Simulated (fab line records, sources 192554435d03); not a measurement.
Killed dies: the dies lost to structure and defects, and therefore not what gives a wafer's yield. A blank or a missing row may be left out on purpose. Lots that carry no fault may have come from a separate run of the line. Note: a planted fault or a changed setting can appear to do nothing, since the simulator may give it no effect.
Code-filled problem report in 8D (eight disciplines) form + flow n5_finfet + the parts of the form that need people (team, actions taken, sign-off) are left out

== 1. WHAT WENT WRONG ==
rf_fwd_power_W at N5_BEOL_M9_ETCH_62 reads a mean of 1039.8 W on 6 wafers of 2 lots; wafers without a fault read 837.3 W with a standard deviation of 2.9. That puts it +70 standard deviations away from the usual mean.
The step: etches SOC in N2/H2, target depth 110 nm, overetch 22 nm, time 165 s.
Seen first at day 12 18:19 on rie_diel-05, wafer L453.3. The record holds 29 wafers of 10 lots with a number at this step. Rule for "out" (also "out of limits"): further than 4 standard deviations from the usual mean. The other wafers with a number count as sound.

== 2. WHAT IT IS, WHAT IT ISN'T ==
| question                    | is                       | is not                                                                                                                |
|-----------------------------|--------------------------|-----------------------------------------------------------------------------------------------------------------------|
| which readings at this step | rf_fwd_power_W, rf_vpp_V | bias_w, chamber_pressure_mTorr, drypump_motor_current_A, oes_product_au, showerhead_plenum_p_Torr, throttle_valve_pct |
| which lots                  | L453, L454               | L443, L444, L445, L450, L459, L460, L462, L465                                                                        |
| which wafers of those lots  | all that have a number   | -                                                                                                                     |
| read on which tools         | rie_diel-05              | rie_diel-01, rie_diel-02                                                                                              |
| when                        | from day 12 18:19        | up to then (11 sound wafers); but 12 sound wafers of L459, L460, L462, L465 came after                                |

== 3. THE SUSPECTS, EACH WITH WHAT RULES IT OUT ==
Counting: a tool at any process step up to the reading remains a suspect when it ran all the lots that are out and ran no sound lot after the first of those.
- rie_diel-05 at N5_BEOL_M9_ETCH_62 (etches SOC in N2/H2, target depth 110 nm, overetch 22 nm, time 165 s): kept. It processed each lot that is out, first L453 at day 12 18:19, and no sound lot thereafter; up to then, the last sound lot it processed was L450 at day 11 12:40. Out on those wafers are its own readings of rf_fwd_power_W, rf_vpp_V.
After counting, what remains is rie_diel-05 at N5_BEOL_M9_ETCH_62.

== 4. THE CAUSE (what the simulator had put in) ==
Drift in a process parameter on rie_diel-05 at N5_BEOL_M9_ETCH_62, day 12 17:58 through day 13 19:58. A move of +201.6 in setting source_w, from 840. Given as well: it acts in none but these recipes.
This tool alone remained once counting was done.

== 5. THE CHAIN OF EFFECTS, in route order ==
One row per reading whose mean, taken over the struck wafers that have a number, lies over 3 standard deviations from the usual. Only readings for which the record gives a usual standard deviation are gone through. hours: the time from each lot's start at the first step in this table that gives one to its start at this step, as a median over the lots. sigmas: the change in usual standard deviations.
| hours | step               | reading        | usual   | on struck wafers | change | sigmas |
|-------|--------------------|----------------|---------|------------------|--------|--------|
| 0     | N5_BEOL_M9_ETCH_62 | rf_fwd_power_W | 837.3 W | 1039.8           | +202.5 | +70    |
| 0     | N5_BEOL_M9_ETCH_62 | rf_vpp_V       | 524.0 V | 489.4            | -34.6  | -13    |
Its process steps:
- N5_BEOL_M9_ETCH_62: etches SOC in N2/H2, target depth 110 nm, overetch 22 nm, time 165 s.
Later measuring or inspecting steps at which every struck wafer that the step has a row for has a number for every such reading, and none has moved that far: N5_BEOL_M9_INSPECT_30.

== 6. WHAT WOULD HAVE CAUGHT IT SOONER ==
First out-of-limits reading in this record: day 12 18:19, which is 0 hours after fault onset at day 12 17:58.
